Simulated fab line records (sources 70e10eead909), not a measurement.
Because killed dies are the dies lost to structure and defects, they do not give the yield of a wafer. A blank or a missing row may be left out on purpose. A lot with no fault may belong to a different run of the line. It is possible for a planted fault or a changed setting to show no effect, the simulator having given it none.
Matching of chambers / flow nand harc / NHARC_A_BLC_ALD_23 on ald metal-01: 4 sister chambers
The step deposits TiN, target thk 3 nm, pulse time 1 s, ald cycles 150. 4 wafers are shown with their chamber, then 8 later ones without.

== WAFERS, EACH WITH ITS CHAMBER ==
wafer=L092.1; chamber=1; heater power w (W)=934
wafer=L092.3; chamber=0; heater power w (W)=1209
wafer=L092.4; chamber=2; heater power w (W)=1232
wafer=L092.2; chamber=3; heater power w (W)=1169

== WAFERS WITHOUT THEIR CHAMBER ==
wafer=L092.5; heater power w (W)=1233
wafer=L092.6; heater power w (W)=955
wafer=L096.2; heater power w (W)=1164
wafer=L096.5; heater power w (W)=1152
wafer=L096.6; heater power w (W)=1238
wafer=L095.1; heater power w (W)=1276
wafer=L095.2; heater power w (W)=1233
wafer=L095.6; heater power w (W)=1167

== WHICH CHAMBER EACH WENT THROUGH ==
wafer=L092.5; from the rows above=can't be placed: 2 or 0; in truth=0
wafer=L092.6; from the rows above=1; in truth=1
wafer=L096.2; from the rows above=3; in truth=3
wafer=L096.5; from the rows above=3; in truth=3
wafer=L096.6; from the rows above=can't be placed: 2 or 0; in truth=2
wafer=L095.1; from the rows above=can't be placed: 2 or 0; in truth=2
wafer=L095.2; from the rows above=can't be placed: 2 or 0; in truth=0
wafer=L095.6; from the rows above=3; in truth=3
Placed correctly: 4 of 8. Cannot be placed on the basis of these rows: 4; the candidates contain the true chamber in 4. 0 placed wrongly.
How it was worked out, from the rows above alone: a wafer's distance from a chamber is the root of the sum, over the readings, of the square of ((its reading less the chamber's mean) divided by the reading's scatter). The wafer belongs to the nearest chamber; if the next one is less than 2 further off, it can't be placed. The mean given for a chamber averages the wafers shown for that chamber. The scatter (one wafer shown for each chamber): square how far every hidden wafer sits from the nearest shown wafer, average those squares and take the square root.
